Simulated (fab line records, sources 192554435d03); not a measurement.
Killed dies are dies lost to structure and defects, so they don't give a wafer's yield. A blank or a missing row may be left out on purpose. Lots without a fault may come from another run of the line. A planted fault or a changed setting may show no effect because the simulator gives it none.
Chamber matching | flow n5_finfet | N5_ILD0_CMP_03 on cmp-04: 4 sister chambers
The step polishes, stops on SiNx, t overpolish 1.9 s, target thk 197.38 nm. 22 wafers are shown with their chamber, then 11 later ones without.

WAFERS WITH THEIR CHAMBER
wafer  | chamber | motor_current_A (A) | time_to_endpoint_s (s) | slurry_flow_ml_min
L074.2 | 2       | 13.4                | 70                     | 150.7
L074.3 | 3       | 13.0                | 73                     | 149.2
L074.5 | 1       | 14.9                | 71                     | 149.8
L077.1 | 2       | 13.2                | 68                     | 150.2
L077.3 | 1       | 14.1                | 70                     | 149.7
L077.6 | 3       | 12.6                | 72                     | 149.6
L079.1 | 1       | 14.7                | 65                     | 149.4
L079.3 | 3       | 12.2                | 70                     | 149.9
L079.6 | 1       | 14.8                | 67                     | 150.2
L082.1 | 3       | 12.4                | 69                     | 150.3
L082.2 | 2       | 13.3                | 60                     | 150.1
L082.3 | 0       | 10.7                | 63                     | 149.3
L083.2 | 1       | 14.7                | 61                     | 150.2
L083.4 | 0       | 10.5                | 60                     | 149.9
L083.5 | 1       | 14.2                | 63                     | 150.3
L084.2 | 3       | 12.8                | 68                     | 150.5
L084.3 | 1       | 14.6                | 67                     | 150.4
L084.5 | 2       | 13.1                | 64                     | 150.2
L085.3 | 0       | 10.6                | 64                     | 150.1
L085.4 | 2       | 13.3                | 64                     | 149.5
L085.6 | 3       | 13.2                | 70                     | 149.6
L087.1 | 0       | 10.2                | 65                     | 149.3

SIGNATURES (means of the wafers above)
reading            | chamber 0 | chamber 1 | chamber 2 | chamber 3 | scatter within a chamber
motor_current_A    | 10.500    | 14.571    | 13.260    | 12.700    | 0.283
time_to_endpoint_s | 63.00     | 66.29     | 65.20     | 70.33     | 3.07
slurry_flow_ml_min | 149.650   | 150.000   | 150.140   | 149.850   | 0.424
Rule: a wafer's distance from a chamber is the root of the sum, over the readings, of the square of ((its reading less the chamber's mean) divided by the reading's scatter). The wafer belongs to the nearest chamber; if the next one is less than 2 further off, it can't be placed. The scatter: the root of (the sum of the squares of (reading less its chamber's mean) over the shown wafers, divided by (wafers less chambers)).

WAFERS WITHOUT THEIR CHAMBER
wafer  | motor_current_A (A) | time_to_endpoint_s (s) | slurry_flow_ml_min
L087.3 | 12.9                | 69                     | 149.7
L087.6 | 10.4                | 67                     | 149.9
L090.1 | 12.7                | 67                     | 150.4
L090.2 | 10.3                | 63                     | 150.1
L090.5 | 14.9                | 64                     | 149.9
L092.2 | 13.4                | 70                     | 149.8
L092.5 | 13.1                | 75                     | 150.6
L092.6 | 13.5                | 70                     | 150.7
L097.2 | 14.1                | 67                     | 149.6
L097.5 | 11.2                | 66                     | 149.2
L097.6 | 14.1                | 68                     | 149.7

WHICH CHAMBER EACH WENT THROUGH
wafer  | from the rows above     | in truth
L087.3 | can't be placed: 3 or 2 | 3
L087.6 | 0                       | 0
L090.1 | can't be placed: 3 or 2 | 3
L090.2 | 0                       | 0
L090.5 | 1                       | 1
L092.2 | can't be placed: 2 or 3 | 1
L092.5 | can't be placed: 3 or 2 | 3
L092.6 | can't be placed: 2 or 3 | 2
L097.2 | can't be placed: 1 or 2 | 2
L097.5 | 0                       | 0
L097.6 | can't be placed: 1 or 2 | 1
Placed correctly: 4 of 11. Can't be placed from these rows: 7 (the true chamber is among the candidates in 6). Placed wrongly: 0.
